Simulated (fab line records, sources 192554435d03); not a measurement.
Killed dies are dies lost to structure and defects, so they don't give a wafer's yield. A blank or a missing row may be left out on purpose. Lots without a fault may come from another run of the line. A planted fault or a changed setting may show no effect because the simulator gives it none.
Chamber matching | flow n5_finfet | N5_BEOL_M3_ALD_84 on ald_metal-03: 4 sister chambers
The step deposits TaN, pulse time 2 s, purge time 3 s, co reactant purge time 2 s. 22 wafers are shown with their chamber, then 11 later ones without.

WAFERS WITH THEIR CHAMBER
wafer  | chamber | heater_power_w (W)
L074.1 | 1       | 475
L074.2 | 3       | 470
L074.3 | 2       | 406
L074.4 | 0       | 376
L074.5 | 1       | 469
L074.6 | 2       | 414
L076.1 | 0       | 375
L076.2 | 1       | 473
L076.5 | 3       | 483
L080.1 | 3       | 475
L080.2 | 1       | 457
L080.6 | 0       | 384
L081.2 | 3       | 484
L081.5 | 3       | 474
L081.6 | 0       | 377
L084.4 | 2       | 412
L084.5 | 2       | 424
L084.6 | 1       | 484
L086.1 | 3       | 480
L086.2 | 0       | 381
L086.6 | 0       | 380
L089.1 | 3       | 469

SIGNATURES (means of the wafers above)
reading        | chamber 0 | chamber 1 | chamber 2 | chamber 3 | scatter within a chamber
heater_power_w | 378.83    | 471.60    | 414.00    | 476.43    | 6.8
Rule: a wafer's distance from a chamber is the root of the sum, over the readings, of the square of ((its reading less the chamber's mean) divided by the reading's scatter). The wafer belongs to the nearest chamber; if the next one is less than 2 further off, it can't be placed. The scatter: the root of (the sum of the squares of (reading less its chamber's mean) over the shown wafers, divided by (wafers less chambers)).

WAFERS WITHOUT THEIR CHAMBER
wafer  | heater_power_w (W)
L089.5 | 465
L089.6 | 412
L092.1 | 465
L092.2 | 409
L092.6 | 414
L094.1 | 470
L094.4 | 483
L094.5 | 407
L097.1 | 469
L097.3 | 413
L097.6 | 472

WHICH CHAMBER EACH WENT THROUGH
wafer  | from the rows above     | in truth
L089.5 | can't be placed: 1 or 3 | 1
L089.6 | 2                       | 2
L092.1 | can't be placed: 1 or 3 | 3
L092.2 | 2                       | 2
L092.6 | 2                       | 2
L094.1 | can't be placed: 1 or 3 | 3
L094.4 | can't be placed: 3 or 1 | 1
L094.5 | 2                       | 2
L097.1 | can't be placed: 1 or 3 | 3
L097.3 | 2                       | 2
L097.6 | can't be placed: 1 or 3 | 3
Placed correctly: 5 of 11. Can't be placed from these rows: 6 (the true chamber is among the candidates in 6). Placed wrongly: 0.
